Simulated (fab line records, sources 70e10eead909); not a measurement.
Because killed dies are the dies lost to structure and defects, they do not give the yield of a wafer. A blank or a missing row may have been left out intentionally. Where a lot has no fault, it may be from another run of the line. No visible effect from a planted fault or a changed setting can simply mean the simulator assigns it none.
Comparing a struck lot with a sound one    flow nand-harc    37 steps out of a route of 1302
Sound: wafers L150.3, L150.5, L150.6. Wafers struck: L163.2, L163.3, L163.4. At the end, the cause is stated.
Order at every step that has rows: each side's tool, ch and its chambers, its first start. Under that, the readings that differ: sound wafers    struck wafers    difference of the means    sigmas: that difference in standard deviations of wafers without a fault.
alike: words and numbers the same on both sides, and readings whose means are apart by under 2 such deviations; not compared: readings that were withheld, readings missing a value for some wafer, numbers with overlapping values and no deviation given by the record, and bounds like >300 which may hide the same value.
A row with sigmas, a row that says differs or no value, or rows on one side alone: a step with any of these is where the two part. Non-overlapping numbers with no deviation appear without sigmas and do not part them. A reading missing from all wafers of one side parts the sides only when that side holds two or more wafers.

first, 5 steps without rows for these wafers: NHARC_A_SGD_CUT_PRECLEAN_18 (cleans in SC1); NHARC_A_SGD_CUT_SRD_19; NHARC_A_SGD_CUT_DEP_20 (deposits SiO2, target thk 150 nm); NHARC_A_SGD_CUT_ANNEAL_27 (time 1800 s); NHARC_A_SGD_CUT_CMP_21 (polishes, target thk 148.19 nm).
NHARC_A_SGD_CUT_THK_MEAS_22: measures by ellipsometry.
  struck on film-metro-01, day 25 18:09; sound on film-metro-02, day 20 10:37
reading      sound              struck             difference  sigmas
thk-nm (nm)  148.8 149.6 150.6  145.9 148.5 146.0  -2.9        -2
then, 4 steps without rows for these wafers: NHARC_A_SGD_CUT_SRD_23; NHARC_A_SGD_CUT_ETCH_26 (etches SiO2 in dHF, target depth 45.8 nm); NHARC_A_SGD_CUT_ETCHBACK_24 (etches the open film in CH3F/O2, target depth 50 nm, time 92.857 s); NHARC_A_SGD_CUT_STRIP_28 (strips in O2, time 20 s).
NHARC_A_SGD_CUT_INSPECT_25:
  struck on defect-inspect-01, day 25 18:37; sound on defect-inspect-01, day 20 11:05
  alike: raw-defect-count
NHARC_A_SLIT_DEP_25: deposits SiO2, target thk 200 nm.
  sound on pecvd-04 ch 0,1,2, day 20 11:13; struck on pecvd-01 ch 0,1,2, day 25 18:41
  alike: heater-power-w, showerhead-vpp-V, throttle-valve-pct
NHARC_A_SLIT_DEP_00: deposits aC, target thk 6200 nm.
  sound on acl-dep-02 ch 0, day 20 13:29; struck on acl-dep-03 ch 0, day 25 20:49
  alike: throttle-valve-pct
NHARC_A_SLIT_DEP_23: deposits SiON, target thk 100 nm.
  sound on pecvd-04 ch 0,1,2, day 20 16:00; struck on pecvd-01 ch 1,2, day 26 00:02
  alike: heater-power-w, showerhead-vpp-V
then, 8 steps without rows for these wafers: NHARC_A_SLIT_DEHYDRATE_01 (time 120 s); NHARC_A_SLIT_HMDS_02 (time 30 s); NHARC_A_SLIT_COAT_03 (resist thk 90 nm); NHARC_A_SLIT_SOFTBAKE_04 (time 55 s); NHARC_A_SLIT_EBR_05; NHARC_A_SLIT_EXPOSE_06 (exposes mask SLIT); NHARC_A_SLIT_PEB_07 (peb time 65 s); NHARC_A_SLIT_DEVELOP_08 (develop time 35 s).
NHARC_A_SLIT_CD_MEAS_09: target cd 300 nm.
  sound on cd-sem-01 ch 0, day 20 16:40; struck on cd-sem-03 ch 0, day 26 00:35
  alike: cd-nm
NHARC_A_SLIT_OVL_MEAS_10:
  struck on overlay-02, day 26 00:41; sound on overlay-01, day 20 16:44
  alike: overlay-x-nm, overlay-y-nm
NHARC_A_SLIT_INSPECT_11:
  struck on defect-inspect-01, day 26 00:43; sound on defect-inspect-01, day 20 16:47
  alike: raw-defect-count
NHARC_A_SLIT_DESCUM_14: chemistry O2, time 3 s.
  sound on rie-diel-13 ch 2,3, day 20 16:50; struck on rie-diel-08 ch 0,2,3, day 26 00:47
  alike: drypump-motor-current-A, mfc-ar-sccm, oes-product-au, rf-vpp-V, showerhead-plenum-p-Torr, throttle-valve-pct
  not compared: rf-hours-counter-h
NHARC_A_SLIT_ETCH_24: etches the open film in CF4/CHF3, target depth 121 nm, time 60.5 s.
  sound on rie-diel-13 ch 0,1,3, day 20 16:56; struck on rie-diel-08 ch 0,1,3, day 26 00:52
  alike: drypump-motor-current-A, mfc-ar-sccm, oes-product-au, rf-vpp-V, showerhead-plenum-p-Torr, throttle-valve-pct
  not compared: rf-hours-counter-h
then, 2 steps without rows for these wafers: NHARC_A_SLIT_ETCH_15 (etches the open film in O2/COS, target depth 6200 nm, time 1612 s); NHARC_A_SLIT_ETCH_17 (etches the open film in C4F8/O2/Ar, time 4254.5 s, target depth 20300 nm).
NHARC_A_SLIT_ETCH_26: etches the open film in C4F8/O2/Ar, time 90 s, target depth 400 nm.
  sound on har-etch-01 ch 0,1, day 20 21:47; struck on har-etch-01 ch 0,1, day 26 05:40
  alike: drypump-motor-current-A, he-backside-leak-sccm, mfc-ar-sccm, showerhead-plenum-p-Torr, throttle-valve-pct
  not compared: rf-hours-counter-h
then, 5 steps without rows for these wafers: NHARC_A_SLIT_STRIP_28 (strips in O2/COS); NHARC_A_SLIT_ETCH_29 (etches the open film in CF4/O2, target depth 100 nm, overetch 10 nm, time 55 s); NHARC_A_SLIT_STRIP_18 (strips in O2); NHARC_A_SLIT_PRECLEAN_19 (cleans in SC1); NHARC_A_SLIT_SRD_20.
NHARC_A_SLIT_CD_MEAS_21:
  struck on cd-sem-02, day 26 07:04; sound on cd-sem-01, day 20 23:09
  alike: cd-nm
-- break in the record here, with 5 days between the starts of the struck wafers on either side (left off in module A_SLIT, picked up again in module END, where the first step shown is number 1302 on the route) --
NHARC_END_SORT_01:
  here the record holds rows for the struck wafers (prober-02 ch 0, day 30 20:06) but none for the sound ones

== WHERE THEY PART ==
First at NHARC_A_SGD_CUT_THK_MEAS_22; last, within this record, at NHARC_END_SORT_01.

WHY: the cause the simulator had injected
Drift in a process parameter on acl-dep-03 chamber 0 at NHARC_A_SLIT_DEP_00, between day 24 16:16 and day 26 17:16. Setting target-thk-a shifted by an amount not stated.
